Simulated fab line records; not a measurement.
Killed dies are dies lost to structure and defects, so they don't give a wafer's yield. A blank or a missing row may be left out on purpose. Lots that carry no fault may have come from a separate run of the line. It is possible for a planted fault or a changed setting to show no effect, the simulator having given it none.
The tool behind it: which one? + flow nand_harc + 72 wafers from 24 lots sampled at 4 of the route's 1159 steps

== WHAT THE GAUGES READ, wafer by wafer ==
NHARC_A_M0_CD_MEAS_09: the cd target is 80 nm.
| lot  | measured     | on        | cd_nm (nm)     |
|------|--------------|-----------|----------------|
| L077 | day 17 21:07 | cd_sem-02 | 80.9 79.9 80.3 |
| L074 | day 18 03:54 | cd_sem-03 | 79.5 79.9 80.2 |
| L075 | day 18 04:21 | cd_sem-02 | 80.5 80.9 81.5 |
| L079 | day 18 04:47 | cd_sem-02 | 78.9 79.9 79.5 |
| L076 | day 18 05:38 | cd_sem-03 | 80.6 81.0 80.7 |
| L078 | day 18 05:57 | cd_sem-02 | 79.6 79.9 79.7 |
| L080 | day 18 19:46 | cd_sem-03 | 81.2 80.5 81.3 |
| L081 | day 19 04:37 | cd_sem-02 | 80.3 80.2 80.8 |
| L083 | day 19 05:28 | cd_sem-02 | 79.4 79.0 80.6 |
| L082 | day 19 06:55 | cd_sem-02 | 80.2 79.9 80.7 |
| L085 | day 19 22:44 | cd_sem-01 | 80.1 79.7 79.4 |
| L084 | day 19 23:23 | cd_sem-01 | 79.7 80.1 80.2 |
| L087 | day 20 08:15 | cd_sem-01 | 79.6 79.4 79.4 |
| L086 | day 20 13:38 | cd_sem-03 | 80.8 79.0 80.0 |
| L090 | day 21 05:41 | cd_sem-03 | 80.3 80.7 80.7 |
| L089 | day 21 08:17 | cd_sem-01 | 79.5 79.9 79.5 |
| L088 | day 21 14:57 | cd_sem-02 | 81.2 79.6 80.5 |
| L091 | day 21 19:52 | cd_sem-01 | 78.9 78.4 79.5 |
| L093 | day 22 01:58 | cd_sem-03 | 79.7 79.0 80.2 |
| L092 | day 22 03:19 | cd_sem-03 | 79.1 79.2 79.7 |
| L094 | day 22 19:01 | cd_sem-01 | 80.3 80.2 79.9 |
| L096 | day 22 19:31 | cd_sem-03 | 80.7 80.8 79.3 |
| L095 | day 22 21:55 | cd_sem-02 | 80.8 80.6 80.3 |
| L097 | day 23 00:50 | cd_sem-02 | 79.7 79.4 80.0 |

== WHAT TOOL EACH LOT RAN ON (gives the tool, then ch and the chambers of the sampled wafers, and finally the start) ==
| lot  | NHARC_A_BLC_PVD_32                      | NHARC_A_BLC_ALD_23                  | NHARC_A_BLC_CMP_25            |
|------|-----------------------------------------|-------------------------------------|-------------------------------|
| L077 | pvd_sputter-03, day 17 15:01 or earlier | ald_metal-04 ch 0,1,2, day 17 15:01 | cmp-03 ch 0,1,3, day 17 19:59 |
| L074 | pvd_sputter-03, day 17 23:39 or earlier | ald_metal-03 ch 1,2,3, day 17 23:39 | cmp-01 ch 0,1,2, day 18 02:36 |
| L075 | pvd_sputter-01, day 17 23:48 or earlier | ald_metal-02 ch 0,1, day 17 23:48   | cmp-03 ch 0,1,3, day 18 03:03 |
| L079 | pvd_sputter-03, day 18 00:28 or earlier | ald_metal-03 ch 0,1,2, day 18 00:28 | cmp-02 ch 0,2,3, day 18 03:29 |
| L076 | pvd_sputter-02, day 18 01:14 or earlier | ald_metal-02 ch 0,1,3, day 18 01:14 | cmp-03 ch 0,2,3, day 18 04:21 |
| L078 | pvd_sputter-02, day 18 01:49 or earlier | ald_metal-02 ch 1,2,3, day 18 01:49 | cmp-03 ch 0,1,2, day 18 04:46 |
| L080 | pvd_sputter-02, day 18 15:50 or earlier | ald_metal-04 ch 1,2, day 18 15:50   | cmp-01 ch 1,3, day 18 18:34   |
| L081 | pvd_sputter-02, day 19 02:35 or earlier | ald_metal-03 ch 0,1,3, day 19 02:35 | cmp-02 ch 0,1,2, day 19 03:19 |
| L083 | pvd_sputter-01, day 19 03:27 or earlier | ald_metal-02 ch 0,1,2, day 19 03:27 | cmp-01 ch 0,3, day 19 04:11   |
| L082 | pvd_sputter-01, day 19 04:53 or earlier | ald_metal-04 ch 0,1,3, day 19 04:53 | cmp-02 ch 1,2,3, day 19 05:40 |
| L085 | pvd_sputter-03, day 19 20:42 or earlier | ald_metal-03 ch 0,2,3, day 19 20:42 | cmp-02 ch 0,1, day 19 21:23   |
| L084 | pvd_sputter-01, day 19 21:22 or earlier | ald_metal-02 ch 0,2,3, day 19 21:22 | cmp-02 ch 0,1,2, day 19 22:05 |
| L087 | pvd_sputter-02, day 20 04:08 or earlier | ald_metal-03 ch 0,3, day 20 04:08   | cmp-02 ch 0,1,3, day 20 07:09 |
| L086 | pvd_sputter-02, day 20 05:11 or earlier | ald_metal-03 ch 1,2, day 20 05:11   | cmp-03 ch 0,2,3, day 20 12:23 |
| L090 | pvd_sputter-02, day 20 22:28 or earlier | ald_metal-04 ch 0,3, day 20 22:28   | cmp-03 ch 1,2, day 21 04:23   |
| L089 | pvd_sputter-03, day 21 06:14 or earlier | ald_metal-03 ch 0,2, day 21 06:14   | cmp-01 ch 0,1,2, day 21 07:02 |
| L088 | pvd_sputter-01, day 21 09:35 or earlier | ald_metal-04 ch 1,2, day 21 09:35   | cmp-03 ch 1,3, day 21 13:11   |
| L091 | pvd_sputter-03, day 21 10:40 or earlier | ald_metal-04 ch 0,1,3, day 21 10:40 | cmp-02 ch 0,1, day 21 18:42   |
| L093 | pvd_sputter-02, day 21 16:53 or earlier | ald_metal-04 ch 1,2, day 21 16:53   | cmp-02 ch 0,1,3, day 22 00:44 |
| L092 | pvd_sputter-01, day 21 22:21 or earlier | ald_metal-02 ch 0,2,3, day 21 22:21 | cmp-01 ch 0,1,3, day 22 02:01 |
| L094 | pvd_sputter-02, day 22 16:56 or earlier | ald_metal-03 ch 0,1,3, day 22 16:56 | cmp-03 ch 1,2,3, day 22 17:44 |
| L096 | pvd_sputter-03, day 22 17:02 or earlier | ald_metal-02 ch 1,2, day 22 17:02   | cmp-01 ch 0,1, day 22 18:13   |
| L095 | pvd_sputter-03, day 22 19:29 or earlier | ald_metal-04 ch 0,1,3, day 22 19:29 | cmp-02 ch 0,1,3, day 22 20:39 |
| L097 | pvd_sputter-02, day 22 21:34 or earlier | ald_metal-04 ch 0,2,3, day 22 21:34 | cmp-02 ch 0,1,2, day 22 23:36 |
- NHARC_A_BLC_PVD_32: deposits Ti, target thk 5 nm, time 17.7 s.
- NHARC_A_BLC_ALD_23: deposits TiN, target thk 3 nm, pulse time 1 s, ald cycles 150.
- NHARC_A_BLC_CMP_25: polishes, t overpolish 30 s, target thk 150 nm.

== AS READ BY THE TOOLS THEMSELVES (means over the sampled wafers that have a number; for cases with no such wafer, the mark the record gives instead) ==
NHARC_A_BLC_PVD_32.
| lot  | tool           | throttle_valve_pct (%) |
|------|----------------|------------------------|
| L077 | pvd_sputter-03 | 29.8                   |
| L074 | pvd_sputter-03 | 30.9                   |
| L075 | pvd_sputter-01 | 29.8                   |
| L079 | pvd_sputter-03 | 32.9                   |
| L076 | pvd_sputter-02 | 31.2                   |
| L078 | pvd_sputter-02 | 30.9                   |
| L080 | pvd_sputter-02 | 30.6                   |
| L081 | pvd_sputter-02 | 30.4                   |
| L083 | pvd_sputter-01 | 29.2                   |
| L082 | pvd_sputter-01 | 29.2                   |
| L085 | pvd_sputter-03 | 31.1                   |
| L084 | pvd_sputter-01 | 29.3                   |
| L087 | pvd_sputter-02 | 30.4                   |
| L086 | pvd_sputter-02 | 30.8                   |
| L090 | pvd_sputter-02 | 31.4                   |
| L089 | pvd_sputter-03 | 29.4                   |
| L088 | pvd_sputter-01 | 29.4                   |
| L091 | pvd_sputter-03 | 30.7                   |
| L093 | pvd_sputter-02 | 30.9                   |
| L092 | pvd_sputter-01 | 29.3                   |
| L094 | pvd_sputter-02 | 31.0                   |
| L096 | pvd_sputter-03 | 30.7                   |
| L095 | pvd_sputter-03 | 32.5                   |
| L097 | pvd_sputter-02 | 31.0                   |

NHARC_A_BLC_ALD_23.
| lot  | tool         | heater_power_outer_w (W) | heater_power_w (W) | precursor_pulse_height_rel |
|------|--------------|--------------------------|--------------------|----------------------------|
| L077 | ald_metal-04 | 732                      | 1140               | 1.009                      |
| L074 | ald_metal-03 | 686                      | 1115               | 1.012                      |
| L075 | ald_metal-02 | 723                      | 1135               | 0.978                      |
| L079 | ald_metal-03 | 703                      | 1132               | 0.996                      |
| L076 | ald_metal-02 | 663                      | 1051               | 1.010                      |
| L078 | ald_metal-02 | 663                      | 1044               | 0.997                      |
| L080 | ald_metal-04 | 656                      | 1023               | 0.997                      |
| L081 | ald_metal-03 | 686                      | 1153               | 1.001                      |
| L083 | ald_metal-02 | 683                      | 1115               | 0.999                      |
| L082 | ald_metal-04 | 642                      | 985                | 0.988                      |
| L085 | ald_metal-03 | 697                      | 1156               | 1.013                      |
| L084 | ald_metal-02 | 642                      | 1021               | 1.009                      |
| L087 | ald_metal-03 | 670                      | 1156               | 1.017                      |
| L086 | ald_metal-03 | 711                      | 1079               | 1.014                      |
| L090 | ald_metal-04 | 629                      | 1031               | 0.985                      |
| L089 | ald_metal-03 | 713                      | 1134               | 1.012                      |
| L088 | ald_metal-04 | 655                      | 1042               | 1.006                      |
| L091 | ald_metal-04 | 647                      | 999                | 1.008                      |
| L093 | ald_metal-04 | 690                      | 1134               | 0.990                      |
| L092 | ald_metal-02 | 635                      | 1042               | 1.009                      |
| L094 | ald_metal-03 | 663                      | 1099               | 1.010                      |
| L096 | ald_metal-02 | 685                      | 1103               | 0.990                      |
| L095 | ald_metal-04 | 643                      | 1002               | 1.001                      |
| L097 | ald_metal-04 | 680                      | 1105               | 1.027                      |

NHARC_A_BLC_CMP_25.
| lot  | tool   | motor_current_A (A) | overpolish_run_s (s) | time_to_endpoint_s (s) |
|------|--------|---------------------|----------------------|------------------------|
| L077 | cmp-03 | 12.1                | 29.996               | 27.4                   |
| L074 | cmp-01 | 12.5                | 30.005               | 29.5                   |
| L075 | cmp-03 | 12.3                | 30.000               | 28.6                   |
| L079 | cmp-02 | 11.6                | 29.996               | 26.2                   |
| L076 | cmp-03 | 12.1                | 30.000               | 26.0                   |
| L078 | cmp-03 | 12.6                | 29.997               | 26.0                   |
| L080 | cmp-01 | 13.6                | 30.005               | 29.4                   |
| L081 | cmp-02 | 12.4                | 29.994               | 27.3                   |
| L083 | cmp-01 | 12.6                | 30.005               | 28.6                   |
| L082 | cmp-02 | 11.6                | 29.998               | 27.4                   |
| L085 | cmp-02 | 11.9                | 30.004               | 30.2                   |
| L084 | cmp-02 | 12.4                | 29.989               | 27.8                   |
| L087 | cmp-02 | 11.9                | 30.002               | 26.6                   |
| L086 | cmp-03 | 12.0                | 30.000               | 29.6                   |
| L090 | cmp-03 | 12.8                | 29.998               | 28.3                   |
| L089 | cmp-01 | 12.6                | 29.999               | 30.9                   |
| L088 | cmp-03 | 12.8                | 30.005               | 28.3                   |
| L091 | cmp-02 | 13.0                | 29.993               | 29.1                   |
| L093 | cmp-02 | 11.6                | 30.000               | 28.3                   |
| L092 | cmp-01 | 12.6                | 29.995               | 29.2                   |
| L094 | cmp-03 | 12.9                | 29.999               | 25.0                   |
| L096 | cmp-01 | 12.4                | 30.001               | 30.5                   |
| L095 | cmp-02 | 11.8                | 30.003               | 29.4                   |
| L097 | cmp-02 | 12.6                | 30.007               | 31.4                   |

== THE ANSWER, worked out from the rows above alone ==
Rule: the usual values come from the lots themselves. The widest of any qualifying gaps counts: lots, ordered by their means at a reading, are off when they make up no more than a third of the lots, leave a main group of 4 or more, and stand apart from it by 3 or more times the standard deviation of that group's means. If all means in a main group match to the digits the tables above print for the reading, that group is not used. A lot without any number at a reading at which 4 lots or more have one is off too. Where the step has rows for the other lots, those lots are counted as sound. The gauges are gone through in route order, then the tools' own readings, and for those a lot's mean is taken as printed above. The first step at which some lot is off is used, and at that step the reading that is off furthest; a lot without a number counts as furthest.
Across all readings shown, no lot is off: no conclusion can be drawn from this.

== WHAT WAS PUT IN BY THE SIMULATOR ==
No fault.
